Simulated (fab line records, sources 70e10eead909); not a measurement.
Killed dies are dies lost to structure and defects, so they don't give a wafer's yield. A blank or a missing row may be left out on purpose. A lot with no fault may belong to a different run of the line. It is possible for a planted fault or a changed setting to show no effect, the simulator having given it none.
fab line records + flow nand_harc
record:
- lots: 14
- wafers: 42
- last_day: 33
route steps=1302 shown A_STAIRCASE@881 A_SGD_CUT@890
lots that met no fault: taken from a fault-free run of the same line
start_h: hours from the record's first day to the start of the lot's first wafer shown + wait_h: hours elapsed since this lot's preceding step + " unchanged from the row above + L1.1+2: a single row standing in for several wafers + - value missing, or start not given + * or withheld: withheld + < > ~ a bound
route shown NAME@n: a module of which the file shows steps, and the number in the route of the first + usual: mean and standard deviation over wafers with no fault + same: alike in all rows + chamber/n: place in a boat + sites: per-site readings + _std_site: the standard deviation of these + _edge_site: inner sites' mean taken away from outer sites' mean + radius_mm: for every site, how far away it sits from the centre of the wafer + mask NAME#n: copy n + behind: the tool/chamber that last shaped the wafer + hold: reason for holding the lot/hours on hold/outcome of the hold + device: which transistor (n, p or np) failed to switch + end of line: tests run on the same wafers once the route is complete + step lacking rows: just its recipe + killed: dies lost to structure and defects at the first sort, not the wafer's yield + map: dies across one wafer; x = killed, . = not, _ = none there
set.NAME: setting as actually run; set.NAME@STEP: the setting as run at that earlier step + model.NAME: the simulator's own value behind a step, which no gauge read
route steps across a sampled set of lots; one table per step, one row per wafer
services: the hour from which a tool's chamber was out of use, counted from the record's first day as start_h (under 0 if before that day), plus the number of hours and why
== steps ==
step: NHARC_A_STAIRCASE_ETCHBACK_422
recipe:
- target_depth_a: 400
- over_etch_frac: 0.3
- time_s: 74.286
- ion_energy_ev: 120
- ch3f_flow_sccm: 50
- o2_flow_sccm: 30
- ar_flow_sccm: 200
- rf_w: 500
- bias_w: 100
- chemistry: CH3F/O2
usual:
- bias_w: 100.01/0.29
- drypump_motor_current_A: 5.6/0.38
- oes_product_au: 0.96/0.037
- rf_vpp_V: 244.0/1.7
- showerhead_plenum_p_Torr: 2.44/0.11
- throttle_valve_pct: 20.663/0.0095
| lot.wafer | tool        | chamber | start_h | wait_h | bias_w | drypump_motor_current_A | oes_product_au | rf_hours_counter_h | rf_vpp_V | showerhead_plenum_p_Torr | throttle_valve_pct |
|-----------|-------------|---------|---------|--------|--------|-------------------------|----------------|--------------------|----------|--------------------------|--------------------|
| L291.2    | rie_diel-10 | 1       | 443.42  | 0.2    | 100.22 | 5.6                     | 1.00           | 6                  | 245.2    | 2.46                     | 20.640             |
| L291.3    | "           | 3       | "       | "      | 99.41  | 5.5                     | 1.00           | 6                  | 242.2    | 2.32                     | 20.666             |
| L291.6    | "           | 1       | "       | "      | 100.45 | 5.6                     | 0.99           | -                  | 245.5    | 2.46                     | 20.671             |
| L290.3    | rie_diel-02 | 0       | 448.81  | 0.2    | 99.64  | 5.3                     | 0.98           | 12                 | 244.7    | 2.53                     | 20.675             |
| L290.6    | "           | 1       | "       | "      | 99.90  | 6.4                     | 0.99           | -                  | 246.6    | 2.65                     | 20.662             |
| L290.5    | "           | 2       | "       | "      | 99.95  | 5.4                     | 0.99           | -                  | 243.6    | 2.45                     | 20.677             |
| L293.3    | rie_diel-13 | 3       | 454.67  | 0.2    | 99.56  | 5.4                     | 0.93           | 29                 | 242.2    | 2.29                     | 20.677             |
| L293.1    | "           | 1       | "       | "      | 100.26 | 5.9                     | 0.93           | 30                 | 244.7    | 2.50                     | 20.674             |
| L293.6    | "           | 3       | "       | "      | 99.50  | 5.4                     | 0.93           | -                  | 242.4    | 2.29                     | 20.661             |
| L292.4    | rie_diel-02 | 1       | 454.84  | 0.1    | 100.24 | 6.4                     | 0.93           | 16                 | 246.4    | 2.65                     | 20.671             |
| L292.1    | "           | 2       | "       | "      | 100.38 | 5.4                     | 0.93           | 16                 | 243.1    | 2.45                     | 20.668             |
| L292.6    | "           | 0       | "       | "      | 99.43  | 5.3                     | 0.93           | -                  | 245.3    | 2.53                     | 20.659             |
| L294.3    | rie_diel-10 | 1       | 475.70  | 0.2    | 99.66  | 5.7                     | 1.00           | 18                 | 245.2    | 2.46                     | 20.675             |
| L294.4    | "           | 3       | "       | "      | 99.98  | 5.6                     | 1.00           | 21                 | 242.4    | 2.32                     | 20.683             |
| L294.5    | "           | 1       | "       | "      | 99.80  | 5.6                     | 1.00           | -                  | 243.5    | 2.46                     | 20.662             |
| L297.2    | rie_diel-10 | 2       | 509.62  | 0.1    | 99.77  | 5.2                     | 0.92           | 20                 | 242.7    | 2.39                     | 20.664             |
| L297.3    | "           | 3       | "       | "      | 100.56 | 5.5                     | 0.93           | 34                 | 243.0    | 2.31                     | 20.665             |
| L297.6    | "           | 0       | "       | "      | 100.16 | 5.7                     | 0.91           | -                  | 243.3    | 2.34                     | 20.660             |
| L298.4    | rie_diel-10 | 1       | 532.12  | 0.2    | 99.70  | 5.7                     | 0.94           | 35                 | 244.9    | 2.45                     | 20.661             |
| L298.2    | "           | 2       | "       | "      | 99.82  | 5.2                     | 0.93           | 26                 | 243.9    | 2.39                     | 20.655             |
| L298.3    | "           | 0       | "       | "      | 99.67  | 5.7                     | 0.91           | 37                 | 241.0    | 2.34                     | 20.672             |
| L303.4    | rie_diel-13 | 3       | 550.18  | 0.2    | 99.98  | 5.4                     | 1.02           | 5                  | 245.8    | 2.66                     | 20.652             |
| L303.2    | "           | 1       | "       | "      | 100.00 | 5.9                     | 1.01           | 6                  | 243.7    | 2.49                     | 20.649             |
| L303.5    | "           | 3       | "       | "      | 100.29 | 5.5                     | 1.01           | -                  | 246.4    | 2.66                     | 20.665             |
| L304.1    | rie_diel-10 | 3       | 578.46  | 0.1    | 100.26 | 5.5                     | 0.93           | 58                 | 244.2    | 2.30                     | 20.654             |
| L304.2    | "           | 2       | "       | "      | 100.31 | 5.1                     | 0.92           | 45                 | 241.1    | 2.38                     | 20.667             |
| L304.6    | "           | 0       | "       | "      | 99.80  | 5.7                     | 0.92           | -                  | 243.7    | 2.33                     | 20.658             |
| L305.2    | rie_diel-10 | 1       | 578.59  | 0.1    | 100.20 | 5.7                     | 0.92           | 53                 | 244.4    | 2.44                     | 20.682             |
| L305.5    | "           | 0       | "       | "      | 99.94  | 5.7                     | 0.92           | -                  | 243.0    | 2.33                     | 20.667             |
| L305.6    | "           | 1       | "       | "      | 100.03 | 5.7                     | 0.93           | -                  | 243.5    | 2.44                     | 20.654             |
| L310.2    | rie_diel-13 | 3       | 630.23  | 0.1    | 100.34 | 5.4                     | 0.93           | 36                 | 246.9    | 2.65                     | 20.669             |
| L310.3    | "           | 0       | "       | "      | 99.82  | 6.1                     | 0.94           | 34                 | 243.9    | 2.35                     | 20.674             |
| L310.6    | "           | 3       | "       | "      | 99.72  | 5.5                     | 0.93           | -                  | 248.3    | 2.65                     | 20.657             |
| L312.2    | rie_diel-13 | 1       | 654.51  | 0.2    | 100.33 | 5.9                     | 0.93           | 45                 | 246.6    | 2.48                     | 20.673             |
| L312.1    | "           | 2       | "       | "      | 100.27 | 5.3                     | 0.92           | 44                 | 241.7    | 2.31                     | 20.659             |
| L312.6    | "           | 0       | "       | "      | 99.84  | 6.1                     | 0.94           | -                  | 243.6    | 2.35                     | 20.665             |
| L311.1    | rie_diel-13 | 1       | 654.56  | 0.2    | 100.01 | 5.9                     | 0.92           | 45                 | 244.8    | 2.48                     | 20.657             |
| L311.4    | "           | 2       | "       | "      | 100.40 | 5.3                     | 0.93           | 44                 | 241.3    | 2.31                     | 20.665             |
| L311.2    | "           | 3       | "       | "      | 99.61  | 5.5                     | 0.94           | 42                 | 246.8    | 2.64                     | 20.662             |
| L313.1    | rie_diel-02 | 1       | 662.36  | 0.2    | 100.22 | 6.4                     | 0.92           | 29                 | 245.9    | 2.62                     | 20.657             |
| L313.2    | "           | 3       | "       | "      | 99.76  | 4.7                     | 0.92           | 31                 | 244.5    | 2.45                     | 20.654             |
| L313.5    | "           | 2       | "       | "      | 100.22 | 5.4                     | 0.94           | -                  | 243.2    | 2.43                     | 20.659             |
step: NHARC_A_SGD_CUT_DEP_00
recipe:
- target_thk_a: 500
- temp_c: 400
- target_thk_nm: 50
- flow_sccm: 200
- rf_w: 450
- material: SiNx
usual:
- heater_power_w: 677/110
| lot.wafer | tool     | chamber | start_h | wait_h | heater_power_w |
|-----------|----------|---------|---------|--------|----------------|
| L291.3    | pecvd-02 | 0       | 444.86  | 0.1    | 560            |
| L291.2    | "        | 2       | "       | "      | 887            |
| L291.6    | "        | 1       | "       | "      | 747            |
| L290.3    | pecvd-03 | 2       | 450.41  | 0.1    | 753            |
| L290.6    | "        | 0       | "       | "      | 794            |
| L290.5    | "        | 1       | "       | "      | 588            |
| L293.3    | pecvd-02 | 1       | 455.98  | 0.1    | 688            |
| L293.1    | "        | 2       | "       | "      | 835            |
| L293.6    | "        | 0       | "       | "      | 535            |
| L292.1    | pecvd-03 | 0       | 456.21  | 0.1    | 718            |
| L292.4    | "        | 2       | "       | "      | 735            |
| L292.6    | "        | 0       | "       | "      | 710            |
| L294.3    | pecvd-04 | 2       | 477.01  | 0.1    | 678            |
| L294.5    | "        | 2       | "       | "      | 679            |
| L294.4    | "        | 0       | "       | "      | 558            |
| L297.2    | pecvd-04 | 1       | 510.94  | 0.1    | 569            |
| L297.3    | "        | 2       | "       | "      | 590            |
| L297.6    | "        | 0       | "       | "      | 570            |
| L298.2    | pecvd-02 | 2       | 533.44  | 0.1    | 750            |
| L298.3    | "        | 1       | "       | "      | 694            |
| L298.4    | "        | 0       | "       | "      | 476            |
| L303.2    | pecvd-04 | 1       | 551.56  | 0.1    | 668            |
| L303.5    | "        | 2       | "       | "      | 706            |
| L303.4    | "        | 0       | "       | "      | 610            |
| L304.2    | pecvd-03 | 2       | 580.19  | 0.1    | 705            |
| L304.1    | "        | 1       | "       | "      | 517            |
| L304.6    | "        | 2       | "       | "      | 700            |
| L305.2    | pecvd-02 | 2       | 580.41  | 0.1    | 750            |
| L305.6    | "        | 2       | "       | "      | 764            |
| L305.5    | "        | 0       | "       | "      | 495            |
| L310.3    | pecvd-02 | 2       | 631.66  | 0.1    | 789            |
| L310.2    | "        | 1       | "       | "      | 699            |
| L310.6    | "        | 1       | "       | "      | 700            |
| L312.2    | pecvd-02 | 0       | 655.90  | 0.1    | 496            |
| L312.1    | "        | 2       | "       | "      | 769            |
| L312.6    | "        | 0       | "       | "      | 496            |
| L311.2    | pecvd-03 | 0       | 655.94  | 0.1    | 788            |
| L311.1    | "        | 2       | "       | "      | 760            |
| L311.4    | "        | 1       | "       | "      | 497            |
| L313.1    | pecvd-03 | 0       | 663.72  | 0.1    | 773            |
| L313.2    | "        | 1       | "       | "      | 542            |
| L313.5    | "        | 1       | "       | "      | 528            |
step: NHARC_A_SGD_CUT_EXPOSE_06
recipe:
- na: 1.35
- dose_mj: 85.59
- mask_id: SGD
usual:
- exposure_dose_mJ_cm2: 85.49/0.082
- focus_offset_nm: 0.1/0.56
- stage_vel_mm_s: 500.02/0.25
| lot.wafer | tool            | chamber | start_h | wait_h | mask  | exposure_dose_mJ_cm2 | focus_offset_nm | stage_vel_mm_s |
|-----------|-----------------|---------|---------|--------|-------|----------------------|-----------------|----------------|
| L291.2    | arfi_scanner-02 | 0       | 445.32  | -      | SGD#0 | 85.66                | -0.4            | 500.09         |
| L291.3    | "               | 0       | "       | "      | SGD#0 | 85.56                | 0.6             | 499.73         |
| L291.6    | "               | 0       | "       | "      | SGD#0 | 85.56                | -0.6            | 499.46         |
| L290.3    | arfi_scanner-01 | 0       | 450.95  | -      | SGD#0 | 85.51                | 0.3             | 500.07         |
| L290.5    | "               | 0       | "       | "      | SGD#0 | 85.53                | -0.6            | 499.76         |
| L290.6    | "               | 0       | "       | "      | SGD#0 | 85.48                | -0.6            | 499.82         |
| L293.1    | arfi_scanner-03 | 0       | 456.56  | -      | SGD#0 | 85.55                | 0.3             | 499.84         |
| L293.3    | "               | 0       | "       | "      | SGD#0 | 85.53                | 0.5             | 500.15         |
| L293.6    | "               | 0       | "       | "      | SGD#0 | 85.36                | 0.2             | 499.99         |
| L292.1    | arfi_scanner-01 | 0       | 456.74  | -      | SGD#0 | 85.55                | 1.3             | 499.84         |
| L292.4    | "               | 0       | "       | "      | SGD#0 | 85.60                | 0.6             | 499.83         |
| L292.6    | "               | 0       | "       | "      | SGD#0 | 85.56                | 0.7             | 499.73         |
| L294.3    | arfi_scanner-03 | 0       | 477.60  | -      | SGD#0 | 85.42                | -0.4            | 499.77         |
| L294.4    | "               | 0       | "       | "      | SGD#0 | 85.48                | 0.5             | 500.03         |
| L294.5    | "               | 0       | "       | "      | SGD#0 | 85.62                | -0.1            | 499.94         |
| L297.2    | arfi_scanner-01 | 0       | 511.40  | -      | SGD#0 | 85.35                | 0.1             | 500.11         |
| L297.3    | "               | 0       | "       | "      | SGD#0 | 85.45                | 0.3             | 499.84         |
| L297.6    | "               | 0       | "       | "      | SGD#0 | 85.47                | 0.6             | 499.89         |
| L298.2    | arfi_scanner-02 | 0       | 534.02  | -      | SGD#0 | 85.53                | -1.1            | 499.80         |
| L298.3    | "               | 0       | "       | "      | SGD#0 | 85.56                | -0.9            | 499.71         |
| L298.4    | "               | 0       | "       | "      | SGD#0 | 85.52                | -0.3            | 500.25         |
| L303.2    | arfi_scanner-01 | 0       | 552.09  | -      | SGD#0 | 85.34                | -0.6            | 500.33         |
| L303.4    | "               | 0       | "       | "      | SGD#0 | 85.41                | -0.8            | 500.49         |
| L303.5    | "               | 0       | "       | "      | SGD#0 | 85.40                | 0.1             | 500.25         |
| L304.1    | arfi_scanner-02 | -       | 580.77  | -      | SGD#0 | -                    | -               | -              |
| L304.2    | "               | -       | "       | "      | SGD#0 | -                    | -               | -              |
| L304.6    | "               | -       | "       | "      | SGD#0 | -                    | -               | -              |
| L305.2    | arfi_scanner-01 | -       | 581.00  | -      | SGD#0 | -                    | -               | -              |
| L305.5    | "               | -       | "       | "      | SGD#0 | -                    | -               | -              |
| L305.6    | "               | -       | "       | "      | SGD#0 | -                    | -               | -              |
| L310.2    | arfi_scanner-01 | 0       | 632.12  | -      | SGD#0 | 85.41                | 0.9             | 500.56         |
| L310.3    | "               | 0       | "       | "      | SGD#0 | 85.41                | -0.1            | 500.20         |
| L310.6    | "               | 0       | "       | "      | SGD#0 | 85.41                | 0.5             | 500.54         |
| L312.1    | arfi_scanner-03 | 0       | 656.48  | -      | SGD#0 | 85.51                | -0.1            | 499.88         |
| L312.2    | "               | 0       | "       | "      | SGD#0 | 85.40                | 0.5             | 499.79         |
| L312.6    | "               | 0       | "       | "      | SGD#0 | 85.53                | 0.7             | 499.80         |
| L311.1    | arfi_scanner-03 | 0       | 656.50  | -      | SGD#0 | 85.56                | -0.1            | 499.58         |
| L311.2    | "               | 0       | "       | "      | SGD#0 | 85.48                | 0.2             | 499.74         |
| L311.4    | "               | 0       | "       | "      | SGD#0 | 85.60                | 0.0             | 500.19         |
| L313.1    | arfi_scanner-03 | 0       | 664.27  | -      | SGD#0 | 85.51                | 0.1             | 499.81         |
| L313.2    | "               | 0       | "       | "      | SGD#0 | 85.42                | 0.4             | 499.76         |
| L313.5    | "               | 0       | "       | "      | SGD#0 | 85.45                | 0.6             | 499.61         |
step: NHARC_A_SGD_CUT_STRIP_17
recipe:
- o2_flow_sccm: 500
- ar_flow_sccm: 0
- bias_w: 0
- chemistry: O2
usual:
- drypump_motor_current_A: 5.7/0.42
- oes_product_au: 0.997/0.012
- rf_vpp_V: 57.8/0.9
- showerhead_plenum_p_Torr: 3.51/0.14
- throttle_valve_pct: 17.037/0.0097
same:
- bias_w: 0
| lot.wafer | tool        | chamber | start_h | wait_h | drypump_motor_current_A | oes_product_au | rf_hours_counter_h | rf_vpp_V | showerhead_plenum_p_Torr | throttle_valve_pct |
|-----------|-------------|---------|---------|--------|-------------------------|----------------|--------------------|----------|--------------------------|--------------------|
| L291.2    | rie_diel-07 | 0       | -       | -      | 5.5                     | 1.007          | 12                 | 59.4     | 3.36                     | 17.047             |
| L291.3    | "           | 2       | "       | "      | 6.3                     | 0.993          | 14                 | 58.5     | 3.53                     | 17.039             |
| L291.6    | "           | 0       | "       | "      | 5.5                     | 1.006          | -                  | 56.2     | 3.36                     | 17.050             |
| L290.3    | rie_diel-01 | 3       | -       | -      | 5.3                     | 0.991          | 4                  | 57.7     | 3.29                     | 17.029             |
| L290.5    | "           | 2       | "       | "      | 6.2                     | 0.998          | -                  | 59.1     | 3.62                     | 17.029             |
| L290.6    | "           | 3       | "       | "      | 5.3                     | 0.985          | -                  | 57.7     | 3.29                     | 17.050             |
| L293.1    | rie_diel-07 | 0       | -       | -      | 5.6                     | 1.003          | 13                 | 58.3     | 3.36                     | 17.034             |
| L293.3    | "           | 3       | "       | "      | 6.1                     | 1.020          | 14                 | 56.5     | 3.39                     | 17.049             |
| L293.6    | "           | 1       | "       | "      | 6.1                     | 0.991          | -                  | 57.7     | 3.72                     | 17.049             |
| L292.1    | rie_diel-01 | 1       | -       | -      | 5.6                     | 0.993          | 4                  | 58.6     | 3.53                     | 17.034             |
| L292.4    | "           | 3       | "       | "      | 5.3                     | 0.991          | 4                  | 57.0     | 3.29                     | 17.037             |
| L292.6    | "           | 2       | "       | "      | 6.1                     | 0.996          | -                  | 57.5     | 3.62                     | 17.023             |
| L294.3    | rie_diel-01 | 1       | -       | -      | 5.6                     | 0.976          | 5                  | 58.2     | 3.53                     | 17.036             |
| L294.4    | "           | 0       | "       | "      | 5.0                     | 0.996          | 5                  | 58.7     | 3.63                     | 17.040             |
| L294.5    | "           | 1       | "       | "      | 5.6                     | 0.975          | -                  | 58.4     | 3.53                     | 17.052             |
| L297.2    | rie_diel-07 | 1       | -       | -      | 6.1                     | 0.991          | 2                  | 59.3     | 3.71                     | 17.020             |
| L297.3    | "           | 3       | "       | "      | 6.1                     | 1.014          | 2                  | 58.3     | 3.39                     | 17.042             |
| L297.6    | "           | 1       | "       | "      | 6.1                     | 1.007          | -                  | 57.5     | 3.71                     | 17.017             |
| L298.2    | rie_diel-05 | 0       | -       | -      | 5.9                     | 0.989          | 8                  | 57.0     | 3.49                     | 17.042             |
| L298.3    | "           | 1       | "       | "      | 5.3                     | 0.991          | 8                  | 57.9     | 3.31                     | 17.027             |
| L298.4    | "           | 3       | "       | "      | 5.4                     | 1.004          | -                  | 59.3     | 3.68                     | 17.029             |
| L303.4    | rie_diel-07 | 2       | -       | -      | 6.3                     | 0.998          | 5                  | 57.0     | 3.53                     | 17.044             |
| L303.2    | "           | 0       | "       | "      | 5.6                     | 1.011          | 6                  | 57.3     | 3.35                     | 17.047             |
| L303.5    | "           | 3       | "       | "      | 6.1                     | 1.024          | -                  | 57.9     | 3.39                     | 17.050             |
| L304.2    | rie_diel-05 | 1       | -       | -      | 5.3                     | 0.985          | 11                 | 58.1     | 3.30                     | 17.036             |
| L304.1    | "           | 3       | "       | "      | 5.4                     | 0.998          | 10                 | 58.1     | 3.67                     | 17.031             |
| L304.6    | "           | 2       | "       | "      | 5.0                     | 0.998          | -                  | 57.4     | 3.47                     | 17.046             |
| L305.2    | rie_diel-01 | 1       | -       | -      | 5.6                     | 1.011          | 1                  | 58.7     | 3.53                     | 17.023             |
| L305.6    | "           | 3       | "       | "      | 5.2                     | 1.007          | -                  | 57.7     | 3.29                     | 17.030             |
| L305.5    | "           | 0       | "       | "      | 5.0                     | 0.998          | -                  | 57.9     | 3.63                     | 17.025             |
| L310.3    | rie_diel-01 | 1       | -       | -      | 5.6                     | 1.014          | 4                  | 56.2     | 3.53                     | 17.042             |
| L310.2    | "           | 0       | "       | "      | 5.0                     | 1.000          | 4                  | 57.5     | 3.62                     | 17.045             |
| L310.6    | "           | 2       | "       | "      | 6.2                     | 1.007          | -                  | 57.2     | 3.62                     | 17.019             |
| L312.2    | rie_diel-05 | 2       | -       | -      | 5.0                     | 0.978          | 3                  | 58.8     | 3.47                     | 17.029             |
| L312.1    | "           | 0       | "       | "      | 5.9                     | 1.005          | 6                  | 55.7     | 3.49                     | 17.032             |
| L312.6    | "           | 2       | "       | "      | 5.0                     | 0.972          | -                  | 56.8     | 3.47                     | 17.027             |
| L311.1    | rie_diel-05 | 2       | -       | -      | 5.0                     | 0.976          | 4                  | 58.5     | 3.47                     | 17.050             |
| L311.4    | "           | 3       | "       | "      | 5.4                     | 0.979          | 6                  | 57.3     | 3.67                     | 17.020             |
| L311.2    | "           | 0       | "       | "      | 5.9                     | 1.012          | 6                  | 57.0     | 3.49                     | 17.040             |
| L313.2    | rie_diel-07 | 0       | -       | -      | 5.6                     | 1.006          | 1                  | 57.5     | 3.35                     | 17.034             |
| L313.1    | "           | 3       | "       | "      | 6.1                     | 1.021          | 1                  | 58.2     | 3.39                     | 17.047             |
| L313.5    | "           | 0       | "       | "      | 5.5                     | 0.999          | -                  | 56.8     | 3.35                     | 17.051             |
== services ==
| tool            | chamber | start_h | hours | kind   |
|-----------------|---------|---------|-------|--------|
| rie_diel-10     | -       | 420.03  | 9.0   | pm     |
| arfi_scanner-01 | -       | 422.67  | 6.1   | repair |
| rie_diel-01     | -       | 422.73  | 1.2   | repair |
| arfi_scanner-01 | -       | 429.90  | 4.0   | pm     |
| rie_diel-10     | 2       | 441.16  | 33.4  | repair |
| pecvd-03        | -       | 443.89  | 1.1   | repair |
| pecvd-02        | 1       | 461.45  | 2.0   | repair |
| rie_diel-07     | -       | 471.90  | 9.0   | pm     |
| rie_diel-07     | 1       | 496.32  | 6.1   | repair |
| arfi_scanner-03 | -       | 517.50  | 1.5   | repair |
| rie_diel-13     | -       | 521.23  | 9.0   | pm     |
| arfi_scanner-03 | -       | 527.19  | 0.4   | repair |
| rie_diel-01     | 3       | 537.03  | 1.6   | repair |
| arfi_scanner-03 | -       | 540.00  | 4.0   | pm     |
| pecvd-03        | -       | 547.59  | 13.0  | pm     |
| rie_diel-01     | -       | 557.80  | 9.0   | pm     |
| rie_diel-07     | 2       | 566.43  | 3.6   | repair |
| rie_diel-13     | 0       | 585.30  | 4.4   | repair |
| pecvd-02        | -       | 589.14  | 13.0  | pm     |
| rie_diel-10     | -       | 597.03  | 9.0   | pm     |
| arfi_scanner-01 | -       | 601.90  | 4.0   | pm     |
| arfi_scanner-01 | -       | 632.35  | 34.0  | repair |
| rie_diel-10     | -       | 638.69  | 0.8   | repair |
| pecvd-02        | 1       | 656.52  | 32.0  | repair |
== key ==
first_sign:
- step: NHARC_A_SGD_CUT_EXPOSE_06
- reading: tool_record
- direction: missing
effect none on later readings
met_at NHARC_A_SGD_CUT_EXPOSE_06
struck_lots L304,L305
later_rows_left_out L304.1,L304.2,L304.6,L305.2,L305.5,L305.6
sort_left_out L304.1,L304.2,L304.6,L305.2,L305.5,L305.6
tester_left_out L304,L305
not_acting_at NHARC_A_STAIRCASE_ETCHBACK_422,NHARC_A_SGD_CUT_DEP_00,NHARC_A_SGD_CUT_STRIP_17
onset_between 552.09 580.77
fault:
- kind: skipped_step_whole
- tool: arfi_scanner-01,arfi_scanner-02
- chamber: -
- onset_h: 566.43
- steps: NHARC_A_SGD_CUT_EXPOSE_06
- scope: struck_lots_only
tester_left_out: of these lots the tester's yield and bins aren't shown, on N5 and GAA mostly nor the transistor test; their killed dies are dies lost to structure and defects alone, not to doping, threshold or leakage, so they don't give the yield
sort_left_out: the simulated sort isn't trusted on such a fault, so these wafers' sort isn't shown, and their yield isn't known
later_rows_left_out: the simulator's readings of these wafers behind a module that went badly wrong aren't trusted and aren't shown, but for the sort
